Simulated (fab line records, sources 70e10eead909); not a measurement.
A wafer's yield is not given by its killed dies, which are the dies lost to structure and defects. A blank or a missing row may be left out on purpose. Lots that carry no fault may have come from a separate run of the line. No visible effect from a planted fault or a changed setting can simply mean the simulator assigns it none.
fab line records -- flow nand-harc
[record] lots = 12, wafers = 36, last-day = 33
route steps=1302 shown P_GATE@182 THIN_TSV@1273 END@1302
lots that met no fault: from a run of the same line without faults
start-h: start of the lot's first displayed wafer, in hours after the record's first day -- wait-h: how many hours have passed since the lot's step before this one -- " unchanged from the row above -- L1.1+2: several wafers, shown together as one row -- - value missing, or start not given -- * or withheld: withheld -- < > ~ a bound
route shown NAME@n: names a module that has steps shown in the file, with the first one's number in the route -- usual: mean/standard deviation of fault-free wafers -- same: alike in all rows -- chamber/n: place in a boat -- sites: per-site readings -- _std_site: standard deviation of those values -- _edge_site: outer sites' mean less inner sites' -- radius-mm: for every site, how far away it sits from the centre of the wafer -- mask NAME#n: copy n -- behind: the tool/chamber that last shaped the wafer -- hold: why the lot was held/for how many hours/how that ended -- device: the transistor (n, p or np) that didn't switch -- end of line: the same wafers' tests at the end of the route -- where a step has no rows: the recipe by itself -- killed: dies that structure and defects cost at the first sort, which is not the same as the wafer's yield -- map: per-die view of a wafer (x killed, . not killed, _ where there is no die)
set.NAME: the setting as run; set.NAME@STEP: as run at that earlier step -- model.NAME: the simulator's own value behind a step, which no gauge read
a sample of lots followed through the steps of the route, with each step as a table and each wafer as a row
services: from which hour (start-h, from the record's first day; less than 0 if before it) a tool's chamber was out of use, for how many hours, and why
[[steps]]
[step NHARC_P_GATE_EXPOSE_56]
[recipe] na = 0.6, target-cd-nm = 720, dose-mj = 14.81, mask-id = P_PSD
[usual] exposure-dose-mJ-cm2 = 14.811/0.015, reticle-temp-C = 22.98/0.12
lot.wafer,tool,chamber,start-h,wait-h,mask,exposure-dose-mJ-cm2,reticle-temp-C
L982.2,krf-scanner-03,0,120.36,-,P_PSD#0,14.786,22.89
L982.5,krf-scanner-03,0,120.36,-,P_PSD#0,14.804,22.81
L982.6,krf-scanner-03,0,120.36,-,P_PSD#0,14.811,22.76
L983.1,krf-scanner-01,0,125.73,-,P_PSD#0,14.805,23.00
L983.2,krf-scanner-01,0,125.73,-,P_PSD#0,14.816,22.96
L983.5,krf-scanner-01,0,125.73,-,P_PSD#0,14.828,23.17
L985.4,krf-scanner-02,0,140.52,-,P_PSD#0,14.829,22.82
L985.5,krf-scanner-02,0,140.52,-,P_PSD#0,14.814,22.86
L985.6,krf-scanner-02,0,140.52,-,P_PSD#0,14.818,22.84
L986.1,krf-scanner-02,0,154.94,-,P_PSD#0,14.847,22.87
L986.2,krf-scanner-02,0,154.94,-,P_PSD#0,14.833,22.93
L986.5,krf-scanner-02,0,154.94,-,P_PSD#0,14.837,22.93
L987.2,krf-scanner-02,0,161.47,-,P_PSD#0,14.803,23.00
L987.3,krf-scanner-02,0,161.47,-,P_PSD#0,14.811,22.90
L987.6,krf-scanner-02,0,161.47,-,P_PSD#0,14.797,23.10
L988.1,krf-scanner-02,0,172.33,-,P_PSD#0,14.812,23.00
L988.4,krf-scanner-02,0,172.33,-,P_PSD#0,14.807,22.91
L988.6,krf-scanner-02,0,172.33,-,P_PSD#0,14.804,22.92
L989.1,krf-scanner-03,0,189.32,-,P_PSD#0,14.829,23.20
L989.3,krf-scanner-03,0,189.32,-,P_PSD#0,14.803,23.12
L989.5,krf-scanner-03,0,189.32,-,P_PSD#0,14.807,23.20
L995.2,krf-scanner-01,0,236.86,-,P_PSD#0,14.797,23.17
L995.3,krf-scanner-01,0,236.86,-,P_PSD#0,14.820,23.22
L995.5,krf-scanner-01,0,236.86,-,P_PSD#0,14.800,22.94
L998.3,krf-scanner-02,0,273.60,-,P_PSD#0,14.807,23.08
L998.4,krf-scanner-02,0,273.60,-,P_PSD#0,14.792,22.90
L998.5,krf-scanner-02,0,273.60,-,P_PSD#0,14.797,23.00
L999.2,krf-scanner-01,0,284.68,-,P_PSD#0,14.821,22.96
L999.5,krf-scanner-01,0,284.68,-,P_PSD#0,14.801,22.92
L999.6,krf-scanner-01,0,284.68,-,P_PSD#0,14.814,22.89
L101.1,krf-scanner-01,0,310.74,-,P_PSD#0,14.781,23.09
L101.5,krf-scanner-01,0,310.74,-,P_PSD#0,14.797,22.90
L101.6,krf-scanner-01,0,310.74,-,P_PSD#0,14.793,23.04
L105.2,krf-scanner-01,0,339.50,-,P_PSD#0,14.815,23.04
L105.4,krf-scanner-01,0,339.50,-,P_PSD#0,14.806,22.87
L105.6,krf-scanner-01,0,339.50,-,P_PSD#0,14.828,22.91
[step NHARC_THIN_TSV_PVD_51]
[recipe] target-thk-a = 1000, chamber-pressure-pa = 5, material = Cu
[usual] throttle-valve-pct = 29.9/1
lot.wafer,tool,chamber,start-h,wait-h,throttle-valve-pct
L982.2,pvd-sputter-01,-,-,-,30.4
L982.5,pvd-sputter-01,-,-,-,28.4
L982.6,pvd-sputter-01,-,-,-,29.4
L983.2,pvd-sputter-01,-,-,-,30.3
L983.1,pvd-sputter-01,-,-,-,28.3
L983.5,pvd-sputter-01,-,-,-,29.2
L986.1,pvd-sputter-02,-,-,-,31.0
L986.2,pvd-sputter-02,-,-,-,29.3
L986.5,pvd-sputter-02,-,-,-,29.8
L985.4,pvd-sputter-02,-,-,-,30.9
L985.5,pvd-sputter-02,-,-,-,31.3
L985.6,pvd-sputter-02,-,-,-,31.1
L987.2,pvd-sputter-02,-,-,-,29.3
L987.3,pvd-sputter-02,-,-,-,30.7
L987.6,pvd-sputter-02,-,-,-,31.3
L988.4,pvd-sputter-01,-,-,-,29.0
L988.1,pvd-sputter-01,-,-,-,29.8
L988.6,pvd-sputter-01,-,-,-,28.6
L989.3,pvd-sputter-01,-,-,-,29.5
L989.1,pvd-sputter-01,-,-,-,29.0
L989.5,pvd-sputter-01,-,-,-,28.9
L995.3,pvd-sputter-01,-,-,-,28.6
L995.2,pvd-sputter-01,-,-,-,28.6
L995.5,pvd-sputter-01,-,-,-,28.9
L998.4,pvd-sputter-02,-,-,-,29.1
L998.3,pvd-sputter-02,-,-,-,31.1
L998.5,pvd-sputter-02,-,-,-,31.2
L999.2,pvd-sputter-03,-,-,-,30.7
L999.6,pvd-sputter-03,-,-,-,31.2
L999.5,pvd-sputter-03,-,-,-,28.1
L101.1,pvd-sputter-02,-,-,-,30.1
L101.5,pvd-sputter-02,-,-,-,30.5
L101.6,pvd-sputter-02,-,-,-,29.1
L105.4,pvd-sputter-03,-,-,-,29.9
L105.2,pvd-sputter-03,-,-,-,31.5
L105.6,pvd-sputter-03,-,-,-,30.3
[step NHARC_THIN_TSV_ETCH_59]
[recipe] target-depth-a = 8800, icp-w = 900, bias-w = 100, Cl2_flow_sccm = 60, bcl3-flow-sccm = 30, time-s = 138.1, chemistry = Cl2/BCl3
[usual] bcl3-flow-sccm = 30.00/0.091, bias-w = 100.01/0.3, drypump-motor-current-A = 5.6/0.43, oes-product-au = 1.001/0.01, throttle-valve-pct = 22.265/0.009
lot.wafer,tool,chamber,start-h,wait-h,bcl3-flow-sccm,bias-w,drypump-motor-current-A,oes-product-au,rf-hours-counter-h,throttle-valve-pct
L982.2,rie-metal-02,0,546.80,0.1,30.10,100.01,6.2,1.008,1.8,22.270
L982.6,rie-metal-02,1,546.80,0.1,29.87,99.97,5.3,1.011,-,22.272
L982.5,rie-metal-02,0,546.80,0.1,30.06,100.04,6.1,1.014,-,22.278
L983.1,rie-metal-03,0,575.73,0.1,30.04,100.12,5.8,0.990,0.8,22.274
L983.2,rie-metal-03,0,575.73,0.1,30.10,100.24,5.8,0.998,-,22.268
L983.5,rie-metal-03,0,575.73,0.1,30.17,100.24,5.8,1.013,-,22.260
L986.1,rie-metal-02,1,588.82,0.1,30.06,99.68,5.3,0.999,2.0,22.260
L986.2,rie-metal-02,0,588.82,0.1,29.80,99.78,6.2,1.005,2.6,22.262
L986.5,rie-metal-02,1,588.82,0.1,30.06,99.20,5.3,0.997,-,22.254
L985.4,rie-metal-02,1,593.24,0.1,30.02,100.05,5.3,1.012,-,22.256
L985.6,rie-metal-02,1,593.24,0.1,29.86,100.00,5.3,1.010,-,22.266
L985.5,rie-metal-02,0,593.24,0.1,30.16,100.15,6.1,1.003,-,22.253
L987.2,rie-metal-02,0,606.35,0.1,29.92,99.85,6.1,0.998,3.1,22.246
L987.3,rie-metal-02,1,606.35,0.1,29.93,100.08,5.3,1.003,-,22.273
L987.6,rie-metal-02,1,606.35,0.1,29.90,99.71,5.3,1.000,-,22.252
L988.1,rie-metal-02,1,628.68,0.1,29.86,99.52,5.3,1.003,2.8,22.263
L988.4,rie-metal-02,0,628.68,0.1,29.94,99.95,6.1,0.994,-,22.262
L988.6,rie-metal-02,1,628.68,0.1,29.93,99.57,5.3,1.005,-,22.273
L989.1,rie-metal-01,0,629.88,0.1,30.12,100.11,6.2,0.985,1.1,22.268
L989.3,rie-metal-01,0,629.88,0.1,29.79,100.46,6.2,0.989,-,22.256
L989.5,rie-metal-01,1,629.88,0.1,30.10,100.49,5.3,1.007,-,22.282
L995.2,rie-metal-01,0,675.67,0.1,29.87,100.09,6.2,1.017,2.2,22.268
L995.3,rie-metal-01,1,675.67,0.1,29.96,100.09,5.4,1.019,-,22.268
L995.5,rie-metal-01,1,675.67,0.1,29.96,100.14,5.4,1.010,-,22.270
L998.3,rie-metal-01,1,701.13,0.3,29.96,100.26,5.4,1.005,-,22.255
L998.4,rie-metal-01,1,701.13,0.3,29.83,100.25,5.4,1.004,-,22.274
L998.5,rie-metal-01,1,701.13,0.3,29.89,99.69,5.3,1.009,-,22.258
L999.2,rie-metal-01,0,718.48,0.1,29.98,99.64,6.2,1.002,2.7,22.265
L999.5,rie-metal-01,0,718.48,0.1,29.99,99.60,6.2,1.006,-,22.271
L999.6,rie-metal-01,1,718.48,0.1,29.94,99.45,5.3,1.011,-,22.256
L101.1,rie-metal-02,0,753.20,0.1,30.11,100.03,6.1,0.997,2.0,22.273
L101.5,rie-metal-02,0,753.20,0.1,30.20,100.18,6.1,0.996,-,22.260
L101.6,rie-metal-02,1,753.20,0.1,30.05,99.98,5.3,1.006,-,22.260
L105.2,rie-metal-03,0,770.12,0.1,30.10,99.92,5.8,0.991,1.1,22.267
L105.4,rie-metal-03,0,770.12,0.1,30.02,99.99,5.8,0.991,-,22.262
L105.6,rie-metal-03,0,770.12,0.1,30.03,99.92,5.8,0.995,-,22.258
[step NHARC_THIN_TSV_CD_MEAS_37]
[usual] cd-nm = 4999.3/2.9
lot.wafer,tool,chamber,start-h,wait-h,cd-nm
L982.2,cd-sem-03,-,547.92,-,4997.6
L982.5,cd-sem-03,-,547.92,-,5003.7
L982.6,cd-sem-03,-,547.92,-,5001.1
L983.1,cd-sem-01,-,577.13,-,4993.5
L983.2,cd-sem-01,-,577.13,-,4995.4
L983.5,cd-sem-01,-,577.13,-,5000.7
L986.1,cd-sem-01,-,590.00,-,4993.9
L986.2,cd-sem-01,-,590.00,-,4992.9
L986.5,cd-sem-01,-,590.00,-,4992.0
L985.4,cd-sem-01,-,594.33,-,4999.2
L985.5,cd-sem-01,-,594.33,-,4998.6
L985.6,cd-sem-01,-,594.33,-,4993.8
L987.2,cd-sem-01,-,607.54,-,4999.0
L987.3,cd-sem-01,-,607.54,-,5000.6
L987.6,cd-sem-01,-,607.54,-,4998.5
L988.1,cd-sem-02,-,629.80,-,4997.3
L988.4,cd-sem-02,-,629.80,-,4995.5
L988.6,cd-sem-02,-,629.80,-,4998.6
L989.1,cd-sem-02,-,631.00,-,5000.5
L989.3,cd-sem-02,-,631.00,-,4999.3
L989.5,cd-sem-02,-,631.00,-,4995.4
L995.2,cd-sem-03,-,676.83,-,4997.1
L995.3,cd-sem-03,-,676.83,-,5005.6
L995.5,cd-sem-03,-,676.83,-,5001.5
L998.3,cd-sem-02,-,702.42,-,5000.4
L998.4,cd-sem-02,-,702.42,-,4998.0
L998.5,cd-sem-02,-,702.42,-,4999.5
L999.2,cd-sem-02,-,719.64,-,4996.8
L999.5,cd-sem-02,-,719.64,-,5001.5
L999.6,cd-sem-02,-,719.64,-,4996.2
L101.1,cd-sem-01,-,754.35,-,5000.4
L101.5,cd-sem-01,-,754.35,-,4999.0
L101.6,cd-sem-01,-,754.35,-,4999.4
L105.2,cd-sem-02,-,771.27,-,5000.5
L105.4,cd-sem-02,-,771.27,-,5004.2
L105.6,cd-sem-02,-,771.27,-,5000.0
[step NHARC_END_SORT_01]
[recipe] temp-c = 25
[usual] killed-at-array = 59/20, killed-at-other = 0.8/1, killed-at-periphery = 3.2/2.1, killed-dies = 63/21, killed-open = 3.0/1.9, killed-short = 2.3/1.5
[same] gross-dies = 677
lot.wafer,tool,chamber,start-h,wait-h,killed-at-array,killed-at-other,killed-at-periphery,killed-dies,killed-open,killed-short
L998.3,prober-01,0,718.63,3.1,91,1,11,103,4,2
L998.4,prober-01,0,719.43,3.4,80,0,13,93,2,1
L998.5,prober-01,0,720.22,3.7,71,0,7,78,1,3
// killed by level:class
L998.3 A_SLIT:chamber-film-flake=31 A_CHANNEL_HOLE_D2:chamber-film-flake=25 A_CHANNEL_HOLE_D1:chamber-film-flake=24 P_GATE:overlay=6 A_CONTACT:chamber-film-flake=5 A_ONON_D2:geometric-particle:open=2 P_STI:chamber-film-flake=2 P_CONTACT:chamber-film-flake=2
L998.4 A_SLIT:chamber-film-flake=34 A_CHANNEL_HOLE_D2:chamber-film-flake=20 A_CHANNEL_HOLE_D1:chamber-film-flake=15 A_CONTACT:chamber-film-flake=5 P_GATE:overlay=5 P_STI:chamber-film-flake=3 A_CHANNEL_FILL_D1:chamber-film-flake=3 P_CONTACT:chamber-film-flake=2
L998.5 A_SLIT:chamber-film-flake=28 A_CHANNEL_HOLE_D1:chamber-film-flake=24 A_CHANNEL_HOLE_D2:chamber-film-flake=9 P_CONTACT:chamber-film-flake=4 A_CONTACT:chamber-film-flake=3 A_WL_FILL:chamber-film-flake=2 P_CONTACT:geometric-particle:open=1 A_SOURCE_PLATE:geometric-particle:short=1
[[services]]
tool,chamber,start-h,hours,kind
rie-metal-02,-,100.00,9.0,pm
pvd-sputter-02,-,107.98,10.0,pm
krf-scanner-01,-,140.00,4.0,pm
krf-scanner-01,-,152.86,0.8,repair
pvd-sputter-01,-,162.41,0.5,repair
krf-scanner-01,-,183.98,0.3,repair
krf-scanner-02,-,210.62,0.6,repair
rie-metal-02,0,215.24,19.5,repair
krf-scanner-02,-,223.61,37.9,repair
pvd-sputter-01,-,239.15,10.0,pm
krf-scanner-02,-,266.00,4.0,pm
rie-metal-02,-,277.00,9.0,pm
pvd-sputter-02,-,285.98,10.0,pm
krf-scanner-01,-,312.00,4.0,pm
krf-scanner-01,-,337.28,0.4,repair
krf-scanner-02,-,356.22,1.2,repair
pvd-sputter-02,-,377.48,40.7,repair
krf-scanner-01,-,382.84,2.2,repair
pvd-sputter-01,-,417.15,10.0,pm
rie-metal-02,-,454.00,9.0,pm
rie-metal-02,-,527.39,0.6,repair
rie-metal-02,-,631.00,9.0,pm
rie-metal-02,-,650.82,0.4,repair
rie-metal-02,-,657.51,0.6,repair
[[key]]
[first-sign] step = NHARC_END_SORT_01, reading = killed-at-periphery, direction = up, sigmas = 3.3, usual = 3.2, struck = 10.3, wafers-moved = 2
effect none on later readings
met-at NHARC_P_GATE_EXPOSE_56
struck-lots L998
tester-left-out L998
not-acting-at NHARC_THIN_TSV_PVD_51,NHARC_THIN_TSV_ETCH_59,NHARC_THIN_TSV_CD_MEAS_37
onset-between 172.33 273.60
[fault] kind = scanner-matching-overlay, tool = krf-scanner-02, chamber = -, onset-h = 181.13, steps = NHARC_P_GATE_EXPOSE_56, offset = -82.519
// tester-left-out: of these lots the tester's yield and bins aren't shown, on N5 and GAA mostly nor the transistor test; their killed dies are dies lost to structure and defects alone, not to doping, threshold or leakage, so they don't give the yield
